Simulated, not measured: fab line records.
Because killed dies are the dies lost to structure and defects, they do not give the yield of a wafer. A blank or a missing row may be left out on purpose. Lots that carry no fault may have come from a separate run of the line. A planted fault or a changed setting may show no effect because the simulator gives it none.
Struck lot and sound lot, side by side ; flow nand harc ; 15 steps out of a route of 1302
Sound: these wafers, L630.1, L630.2, L630.3. The struck wafers were L642.1, L642.3, L642.5. The cause comes at the end.
Order at every step that has rows: each side's tool, ch and its chambers, its first start. Under that, the readings that differ: sound wafers ; struck wafers ; difference of the means ; sigmas: that difference in standard deviations of wafers without a fault.
alike: readings with means less than 2 such deviations apart, plus words and numbers identical on both sides. not compared: withheld readings, readings lacking a value on some wafer, bounds such as >300 that could conceal the same value, and numbers that have no deviation in the record and whose values overlap.
The two part at a step that has a row with sigmas, a row that says differs or no value, or rows on one side only. Non-overlapping numbers with no deviation appear without sigmas and do not part them. A reading that every wafer of one side lacks parts them only if that side has two wafers or more.

first, 3 steps without rows for these wafers: NHARC_A_CHANNEL_HOLE_D1_STRIP_41 (strips in N2/H2); NHARC_A_CHANNEL_HOLE_D1_STRIP_42 (strips in CF4/CHF3); NHARC_A_CHANNEL_HOLE_D1_STRIP_43 (strips in O2/COS).
NHARC_A_CHANNEL_HOLE_D1_ETCH_44: etches the open film in CF4/O2, target depth 140 nm, overetch 14 nm, time 77 s.
  sound on rie diel-09 ch 0,1,3, day 9 20:52; struck on rie diel-10 ch 1,3, day 15 08:26
  alike: drypump motor current A, oes product au, rf vpp V, showerhead plenum p Torr, throttle valve pct
  not compared: rf hours counter h
NHARC_A_CHANNEL_HOLE_D1_STRIP_27: strips in O2.
  sound on rie diel-09 ch 0,1,2; struck on rie diel-10 ch 0,3
  alike: drypump motor current A, oes product au, rf vpp V, showerhead plenum p Torr, throttle valve pct
  not compared: rf hours counter h
then, 2 steps without rows for these wafers: NHARC_A_CHANNEL_HOLE_D1_PRECLEAN_28 (cleans in SC1); NHARC_A_CHANNEL_HOLE_D1_SRD_29.
NHARC_A_CHANNEL_HOLE_D1_CD_MEAS_30:
  sound on cd sem-02, day 9 21:40; struck on cd sem-01, day 15 09:13
  alike: cd nm
NHARC_A_CHANNEL_HOLE_D1_XSEM_31:
  sound on xsem-01 ch 0, day 9 21:44; struck on xsem-01 ch 0, day 15 09:19
  alike: bot cd nm, bow nm, tilt deg
NHARC_A_CHANNEL_HOLE_D1_INSPECT_40:
  sound on defect inspect-02, day 9 21:50; struck on defect inspect-01, day 15 09:25
  alike: raw defect count
then, 2 steps without rows for these wafers: NHARC_A_CHANNEL_FILL_D1_PRECLEAN_00 (cleans in SC1); NHARC_A_CHANNEL_FILL_D1_SRD_01.
NHARC_A_CHANNEL_FILL_D1_ALD_02: deposits SiO2, target thk 6 nm, pulse time 10 s, ald cycles 60.
  sound on ald hk-03 ch 0,2,3, day 9 22:02; struck on ald hk-03 ch 0,1,3, day 15 09:44
reading;sound;struck;difference;sigmas
ald cycles;60 60 60;48 48 48;-12;
  alike: heater power w, precursor pulse height rel
  not compared: since wet clean h
NHARC_A_CHANNEL_FILL_D1_ALD_03: deposits SiNx, target thk 6 nm, pulse time 60 s, ald cycles 58.
  sound on ald sin batch-03 ch 0; struck on ald sin batch-03 ch 0
  alike: ald cycles, precursor pulse height rel
NHARC_END_SORT_01:
  the record has rows for the sound wafers here (prober-01 ch 0, day 25 11:47) and none for the struck ones

## WHERE THEY PART
At NHARC_END_SORT_01 and nowhere else, as far as this record goes.

WHY: whatever the simulator had introduced
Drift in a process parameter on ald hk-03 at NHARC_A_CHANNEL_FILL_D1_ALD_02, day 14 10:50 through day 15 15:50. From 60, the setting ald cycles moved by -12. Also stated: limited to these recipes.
